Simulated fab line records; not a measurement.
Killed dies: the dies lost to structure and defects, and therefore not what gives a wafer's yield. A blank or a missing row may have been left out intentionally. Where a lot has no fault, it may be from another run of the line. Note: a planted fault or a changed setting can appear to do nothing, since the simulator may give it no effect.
Which tool is to blame? ; flow nand harc ; 14 lots with 42 wafers sampled at 5 steps, on a route of 1302 steps

WHAT EACH GAUGE READ, for each wafer
NHARC_A_SOURCE_PLATE_THK_MEAS_06: measures by ellipsometry.
lot;measured;on;thk nm (nm)
L128;day 7 14:32;film metro-01;198.2 198.3 199.1
L129;day 8 02:51;film metro-02;198.3 196.6 199.8
L130;day 8 14:50;film metro-02;201.2 194.4 200.2
L132;day 9 06:27;film metro-02;199.9 200.9 199.9
L133;day 9 20:31;film metro-02;203.1 201.2 200.0
L134;day 10 04:25;film metro-01;202.1 199.6 201.7
L137;day 11 02:19;film metro-01;201.6 197.8 199.1
L136;day 11 02:20;film metro-02;201.9 200.5 201.0
L138;day 11 14:48;film metro-01;49.8 50.8 49.7
L139;day 12 02:43;film metro-02;49.6 50.6 49.9
L147;day 15 13:13;film metro-01;198.7 199.9 200.1
L148;day 15 21:28;film metro-02;198.2 198.8 198.3
L150;day 16 15:47;film metro-01;192.8 193.6 192.3
L151;day 17 10:55;film metro-01;198.0 198.1 197.3

WHICH TOOL RAN EACH LOT (tool, then ch and the chambers of the sampled wafers, then the start)
lot;NHARC_P_BONDPAD_PVD_17;NHARC_P_BONDPAD_PVD_27;NHARC_A_ZERO_WELL_ETCH_19;NHARC_A_SOURCE_PLATE_CVD_03
L128;pvd sputter-03, day 6 16:44 or earlier;pvd sputter-03, day 6 16:44 or earlier;rie diel-02 ch 1,2, day 6 16:44;lpcvd poly-02 ch 0, day 7 04:34
L129;pvd sputter-01, day 7 04:23 or earlier;pvd sputter-01, day 7 04:23 or earlier;rie diel-02 ch 2,3, day 7 04:23;lpcvd poly-02 ch 0, day 7 15:43
L130;pvd sputter-03, day 7 17:26 or earlier;pvd sputter-03, day 7 17:26 or earlier;rie diel-02 ch 0,1,3, day 7 17:26;lpcvd poly-02 ch 0, day 8 04:28
L132;pvd sputter-02, day 8 06:56 or earlier;pvd sputter-02, day 8 06:56 or earlier;rie diel-13 ch 1,3, day 8 06:56;lpcvd poly-02 ch 0, day 8 19:53
L133;pvd sputter-03, day 8 22:29 or earlier;pvd sputter-03, day 8 22:29 or earlier;rie diel-02 ch 0,3, day 8 22:29;lpcvd poly-02 ch 0, day 9 10:28
L134;pvd sputter-02, day 9 03:52 or earlier;pvd sputter-02, day 9 03:52 or earlier;rie diel-02 ch 2,3, day 9 03:52;lpcvd poly-01 ch 0, day 9 15:14
L137;pvd sputter-02, day 10 05:04 or earlier;pvd sputter-02, day 10 05:04 or earlier;rie diel-13 ch 0,1, day 10 05:04;lpcvd poly-04 ch 0, day 10 15:54
L136;pvd sputter-03, day 10 06:22 or earlier;pvd sputter-03, day 10 06:22 or earlier;rie diel-09 ch 1,3, day 10 06:22;lpcvd poly-04 ch 0, day 10 15:54
L138;pvd sputter-02, day 10 17:06 or earlier;pvd sputter-02, day 10 17:06 or earlier;rie diel-02 ch 1,2, day 10 17:06;lpcvd poly-02, day 11 04:02
L139;pvd sputter-01, day 11 05:38 or earlier;pvd sputter-01, day 11 05:38 or earlier;rie diel-02 ch 0,3, day 11 05:38;lpcvd poly-02, day 11 16:42
L147;pvd sputter-02, day 14 16:28 or earlier;pvd sputter-02, day 14 16:28 or earlier;rie diel-02 ch 2,3, day 14 16:28;lpcvd poly-01 ch 0, day 15 03:15
L148;pvd sputter-02, day 15 00:02 or earlier;pvd sputter-02, day 15 00:02 or earlier;rie diel-02 ch 0,1, day 15 00:02;lpcvd poly-01 ch 0, day 15 11:04
L150;pvd sputter-02, day 15 18:36 or earlier;pvd sputter-02, day 15 18:36 or earlier;rie diel-09 ch 0,2,3, day 15 18:36;lpcvd poly-04 ch 0, day 16 05:14
L151;pvd sputter-02, day 16 08:46 or earlier;pvd sputter-02, day 16 08:46 or earlier;rie diel-02 ch 2,3, day 16 08:46;lpcvd poly-01 ch 0, day 16 21:25
- NHARC_P_BONDPAD_PVD_17: deposits TaN, target thk 5 nm, time 8.06 s.
- NHARC_P_BONDPAD_PVD_27: deposits Cu, target thk 30 nm, time 20.49 s.
- NHARC_A_ZERO_WELL_ETCH_19: etches the open film in N2/H2, target depth 80 nm, overetch 24 nm, time 87.88 s.
- NHARC_A_SOURCE_PLATE_CVD_03: deposits poly-Si, target thk 200 nm, time 4000 s.

AS READ BY THE TOOLS THEMSELVES (means over the sampled wafers that have a number; for cases with no such wafer, the mark the record gives instead)
NHARC_P_BONDPAD_PVD_17.
lot;tool;throttle valve pct (%)
L128;pvd sputter-03;29.3
L129;pvd sputter-01;30.0
L130;pvd sputter-03;29.7
L132;pvd sputter-02;31.6
L133;pvd sputter-03;29.0
L134;pvd sputter-02;30.9
L137;pvd sputter-02;31.6
L136;pvd sputter-03;29.9
L138;pvd sputter-02;30.9
L139;pvd sputter-01;29.5
L147;pvd sputter-02;30.8
L148;pvd sputter-02;30.5
L150;pvd sputter-02;31.2
L151;pvd sputter-02;31.0

NHARC_P_BONDPAD_PVD_27.
lot;tool;throttle valve pct (%)
L128;pvd sputter-03;30.0
L129;pvd sputter-01;29.8
L130;pvd sputter-03;29.2
L132;pvd sputter-02;31.6
L133;pvd sputter-03;29.4
L134;pvd sputter-02;30.8
L137;pvd sputter-02;31.6
L136;pvd sputter-03;29.8
L138;pvd sputter-02;30.9
L139;pvd sputter-01;29.9
L147;pvd sputter-02;31.9
L148;pvd sputter-02;31.1
L150;pvd sputter-02;30.8
L151;pvd sputter-02;30.6

NHARC_A_ZERO_WELL_ETCH_19.
lot;tool;drypump motor current A (A);oes product au (a.u.);rf vpp V (V);showerhead plenum p Torr (Torr);throttle valve pct (%)
L128;rie diel-02;5.7;1.002;430.5;2.03;14.174
L129;rie diel-02;5.3;0.999;428.6;1.95;14.177
L130;rie diel-02;6.1;1.001;430.9;2.05;14.169
L132;rie diel-13;5.4;0.996;429.9;2.02;14.180
L133;rie diel-02;5.7;0.995;429.1;1.98;14.175
L134;rie diel-02;5.4;1.002;427.6;1.94;14.165
L137;rie diel-13;5.5;1.004;429.4;2.01;14.176
L136;rie diel-09;5.5;1.005;431.2;2.06;14.173
L138;rie diel-02;5.7;0.997;430.4;2.03;14.175
L139;rie diel-02;5.7;0.990;429.1;1.98;14.178
L147;rie diel-02;5.5;1.001;426.9;1.93;14.172
L148;rie diel-02;6.5;1.005;432.9;2.13;14.169
L150;rie diel-09;5.8;1.004;429.9;2.01;14.169
L151;rie diel-02;5.3;1.001;428.2;1.95;14.165

NHARC_A_SOURCE_PLATE_CVD_03.
lot;tool;pressure mtorr (mTorr);run length s (s);spike tc bottom C (C);spike tc lower C (C);spike tc top C (C);zone power bottom pct (%)
L128;lpcvd poly-02;199.6;4002.0;640.1;619.8;635.9;13.8
L129;lpcvd poly-02;199.7;4001.6;639.5;619.5;636.4;13.8
L130;lpcvd poly-02;200.1;4001.7;639.0;619.9;637.0;13.7
L132;lpcvd poly-02;200.0;4001.3;640.1;618.8;636.0;13.8
L133;lpcvd poly-02;200.2;4001.6;638.9;619.0;637.6;13.6
L134;lpcvd poly-01;199.9;4000.4;638.8;620.2;641.4;14.8
L137;lpcvd poly-04;200.4;4001.1;639.5;618.9;634.0;10.5
L136;lpcvd poly-04;200.2;4001.1;639.4;618.8;634.1;10.4
L138;lpcvd poly-02;-;-;-;-;-;-
L139;lpcvd poly-02;-;-;-;-;-;-
L147;lpcvd poly-01;200.0;4000.3;638.9;619.3;640.7;14.8
L148;lpcvd poly-01;200.5;4000.4;638.0;620.2;639.9;14.7
L150;lpcvd poly-04;200.1;4001.1;638.5;619.4;634.1;10.5
L151;lpcvd poly-01;200.2;4000.4;639.7;620.1;639.7;14.9

THE ANSWER, worked out from the rows above alone
Rule: the usual values come from the lots themselves. Put in order of their means at a reading, lots are off if they are a third of the lots or fewer, leave a main group of 4 or more, and stand apart from it by a gap of 3 or more times the standard deviation of the main group's means; of several such gaps the widest counts. A main group is skipped when, at the precision printed for the reading in the tables above, its means are all equal. Also off: a lot with no number at a reading for which 4 or more lots have one. All remaining lots with rows at the step are treated as sound. First the gauges in route order, then the tools' own readings, where a lot's mean is used as printed above. The first step at which some lot is off is used, and at that step the reading that is off furthest; a lot without a number counts as furthest.
Off: L138, L139, at NHARC_A_SOURCE_PLATE_THK_MEAS_06 (thk nm). The main group has a mean of 199.0 nm with a standard deviation of 2.2.
A tool fits if, at a process step before that reading, it ran every lot that is off, and no sound lot after the first of them. Not tried: the gauges at NHARC_A_SOURCE_PLATE_THK_MEAS_06; whatever is off there is also off at NHARC_A_SOURCE_PLATE_CVD_03, on other tools, and gauge error can't account for it. With no start given for some of its lots, NHARC_P_BONDPAD_PVD_17 uses the hours and lot order of NHARC_A_ZERO_WELL_ETCH_19. With no start given for some of its lots, NHARC_P_BONDPAD_PVD_27 uses the hours and lot order of NHARC_A_ZERO_WELL_ETCH_19. One fits: NHARC_A_SOURCE_PLATE_CVD_03 on lpcvd poly-02. A fault onset in the window from L133 (day 9 10:28, its last sound lot) to L138 (day 11 04:02, its first lot off) fits.
Blank at NHARC_A_SOURCE_PLATE_CVD_03 on the lots that are off, where sound lots have numbers: pressure mtorr, run length s, spike tc bottom C, spike tc lower C, spike tc top C, zone power bottom pct.

WHAT HAD BEEN PUT IN BY THE SIMULATOR
At NHARC_A_SOURCE_PLATE_CVD_03, the step was skipped entirely on lpcvd poly-02 from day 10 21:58 on. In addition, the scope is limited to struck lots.
Struck lots among those shown: L138, L139. The rule above found the same.
